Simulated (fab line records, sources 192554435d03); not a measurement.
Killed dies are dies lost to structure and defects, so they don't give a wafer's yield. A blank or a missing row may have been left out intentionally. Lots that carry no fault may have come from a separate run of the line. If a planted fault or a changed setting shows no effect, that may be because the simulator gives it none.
Matching of chambers | flow n5_finfet | N5_BEOL_M0_TRENCH_ETCH_107 on rie_diel-01: 4 sister chambers
The step etches SiOC in C4F6/O2, target depth 32.8 nm, time 16.4 s. 8 wafers are shown with their chamber, then 9 later ones without.

== EACH WAFER AND ITS CHAMBER ==
wafer  | chamber | throttle_valve_pct (%) | rf_vpp_V (V)
L078.6 | 2       | 21.23                  | 653
L081.4 | 2       | 21.23                  | 654
L086.3 | 3       | 21.27                  | 649
L090.2 | 1       | 20.51                  | 674
L090.6 | 0       | 20.78                  | 654
L091.2 | 0       | 20.79                  | 656
L091.3 | 3       | 21.28                  | 649
L091.6 | 1       | 20.52                  | 672

== WAFERS WITHOUT THEIR CHAMBER ==
wafer  | throttle_valve_pct (%) | rf_vpp_V (V)
L093.1 | 21.28                  | 649
L093.2 | 20.54                  | 673
L093.5 | 20.54                  | 672
L095.1 | 20.85                  | 655
L095.3 | 20.81                  | 655
L095.4 | 20.54                  | 673
L097.2 | 20.80                  | 654
L097.4 | 21.33                  | 647
L097.5 | 20.88                  | 654

== THE CHAMBER EACH PASSED THROUGH ==
wafer  | from the rows above | in truth
L093.1 | 3                   | 3
L093.2 | 1                   | 1
L093.5 | 1                   | 1
L095.1 | 0                   | 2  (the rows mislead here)
L095.3 | 0                   | 0
L095.4 | 1                   | 1
L097.2 | 0                   | 0
L097.4 | 3                   | 3
L097.5 | 0                   | 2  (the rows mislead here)
Correct placement for 7 of the 9. Not placeable from these rows: 0. 2 placed wrongly.
How it was worked out, from the rows above alone: a wafer's distance from a chamber is the root of the sum, over the readings, of the square of ((its reading less the chamber's mean) divided by the reading's scatter). If the next closest chamber is less than 2 further off than the closest, the wafer can't be placed; otherwise it belongs to the closest. A chamber's mean is the mean of its shown wafers. The scatter is the square root of a quotient: the sum, over the shown wafers, of each reading's squared deviation from its chamber's mean, divided by wafers minus chambers.
